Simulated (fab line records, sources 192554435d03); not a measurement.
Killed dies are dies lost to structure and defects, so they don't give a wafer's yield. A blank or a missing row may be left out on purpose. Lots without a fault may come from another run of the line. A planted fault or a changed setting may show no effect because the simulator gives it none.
Split-lot experiment | flow n5_finfet | 7 lots, 21 wafers read, on a route of 1938 steps

THE SPLIT
At N5_BEOL_M2_COAT_22 (resist thk 30 nm), the setting spin_rpm was moved away from the recipe's 1500 rpm on 13 of the 21 wafers read, by -8.5% to +4.3%. The other wafers ran this setting at the recipe's value.

FROM THE SPLIT TO THE READING: what the file shows between them, 7 steps
- N5_BEOL_M2_EBR_24
- N5_BEOL_M2_SOFTBAKE_23: time 60 s
- N5_BEOL_M2_EXPOSE_25: exposes mask V1, defocus 5 nm
- N5_BEOL_M2_PEB_26: peb time 60 s
- N5_BEOL_M2_DEVELOP_27: develop time 30 s
- N5_BEOL_M2_DESCUM_33: chemistry O2, time 7 s
- N5_BEOL_M2_ETCH_77: etches underlayer in N2/H2, target depth 6.5 nm, time 5.2 s

THE READING
CAR-EUV_of_BEOL_M2_COAT_22.thk_nm (the simulator's own value, which no gauge read), in nm, at N5_BEOL_M2_ETCH_69 (etches SiARC in CF4, target depth 15.6 nm, time 26 s). The file gives no usual value for it. The 8 wafers here that ran the recipe average 11.2 nm, standard deviation 0.1 nm.

wafer  | tool, chamber at the split | spin_rpm as run, rpm | against the recipe | CAR-EUV_of_BEOL_M2_COAT_22.thk_nm, nm | against lot-mates on the recipe
L075.1 | litho_track-01, 0          | 1543                 | +2.9%              | 10.6                                  | no lot-mate on the recipe
L075.2 | litho_track-01, 0          | 1543                 | +2.9%              | 10.6                                  | no lot-mate on the recipe
L075.4 | litho_track-01, 0          | 1543                 | +2.9%              | 10.6                                  | no lot-mate on the recipe
L080.3 | litho_track-02, 0          | 1564                 | +4.3%              | 10.6                                  | -0.6
L080.5 | litho_track-02, 0          | 1500                 | recipe             | 11.2                                  | -
L080.6 | litho_track-02, 0          | 1500                 | recipe             | 11.2                                  | -
L082.1 | litho_track-04, 0          | 1412                 | -5.9%              | 12                                    | +1.0
L082.3 | litho_track-04, 0          | 1412                 | -5.9%              | 12.2                                  | +1.2
L082.4 | litho_track-04, 0          | 1500                 | recipe             | 11                                    | -
L084.2 | litho_track-02, 0          | 1377                 | -8.2%              | 12.6                                  | +1.4
L084.4 | litho_track-02, 0          | 1377                 | -8.2%              | 12.6                                  | +1.4
L084.3 | litho_track-02, 0          | 1500                 | recipe             | 11.2                                  | -
L091.1 | litho_track-02, 0          | 1373                 | -8.5%              | 12.6                                  | no lot-mate on the recipe
L091.3 | litho_track-02, 0          | 1373                 | -8.5%              | 12.6                                  | no lot-mate on the recipe
L091.6 | litho_track-02, 0          | 1373                 | -8.5%              | 12.6                                  | no lot-mate on the recipe
L092.1 | litho_track-01, 0          | 1558                 | +3.9%              | 10.4                                  | -0.8
L092.5 | litho_track-01, 0          | 1558                 | +3.9%              | 10.6                                  | -0.6
L092.6 | litho_track-01, 0          | 1500                 | recipe             | 11.2                                  | -
L095.3 | litho_track-02, 0          | 1500                 | recipe             | 11.2                                  | -
L095.6 | litho_track-02, 0          | 1500                 | recipe             | 11.2                                  | -
L095.4 | litho_track-02, 0          | 1500                 | recipe             | 11.4                                  | -

THE FIT
A straight line over all 21 wafers: CAR-EUV_of_BEOL_M2_COAT_22.thk_nm changes by -0.169 nm for each +1% of spin_rpm; r = -0.99; the points scatter about the line by 0.098 nm.
The same after taking each lot's own level away (the mean of its wafers on the recipe; 15 wafers): -0.174 nm for each +1%; r = -0.99; scatter 0.088 nm.
On that fit, the largest move of spin_rpm shifts the reading by 1.5 nm.
The lots' own levels span 11.00 to 11.27 nm, that is 2.7 times the standard deviation above.
So the lot-to-lot level changes the slope little: the two slopes agree.
Check: with one of the wafers moved furthest among these (-8.2%) left out of the fit, the line predicts +1.45 nm for it against its lot-mates. It came out at +1.4 nm against them.

OTHER SPLITS ON THESE WAFERS
These wafers also went through other splits before the reading. Each is held against what the fit with the lots' levels taken away leaves over:
other split on the same wafers            | wafers away from the commonest value | r with CAR-EUV_of_BEOL_M2_COAT_22.thk_nm (lot level and that fit taken away)
N5_BEOL_M0_SAQP_SPACER1_ALD_98 ald_cycles | 6                                    | -0.02
N5_BEOL_M0_SAQP_COAT_105 spin_rpm         | 6                                    | -0.31
N5_BEOL_M1_HM_DEP_02 target_thk_a         | 7                                    | +0.01
N5_BEOL_M1_EXPOSE_08 dose_mj              | 10                                   | -0.03
N5_BEOL_M1_ETCH_64 bias_w                 | 7                                    | +0.03

THE WHOLE CHAIN: every reading that the file lists as answering this split, in the file's order
step                  | what it does                                         | reading                                                                            | change (the file's fit)               | r (the file's)
N5_BEOL_M2_COAT_22    | resist thk 30 nm                                     | CAR-EUV_of_BEOL_M2_COAT_22.thk_nm (the simulator's own value, which no gauge read) | -0.159 nm for each +1% of the setting | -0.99
N5_BEOL_M2_DEVELOP_27 | develop time 30 s                                    | CAR-EUV_of_BEOL_M2_COAT_22.thk_nm (the simulator's own value, which no gauge read) | -0.142 nm for each +1% of the setting | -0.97
N5_BEOL_M2_ETCH_69    | etches SiARC in CF4, target depth 15.6 nm, time 26 s | CAR-EUV_of_BEOL_M2_COAT_22.thk_nm (the simulator's own value, which no gauge read) | -0.172 nm for each +1% of the setting | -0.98

THE FILE'S OWN FIT
CAR-EUV_of_BEOL_M2_COAT_22.thk_nm changes by -0.172 nm for each +1% of spin_rpm, r = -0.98.
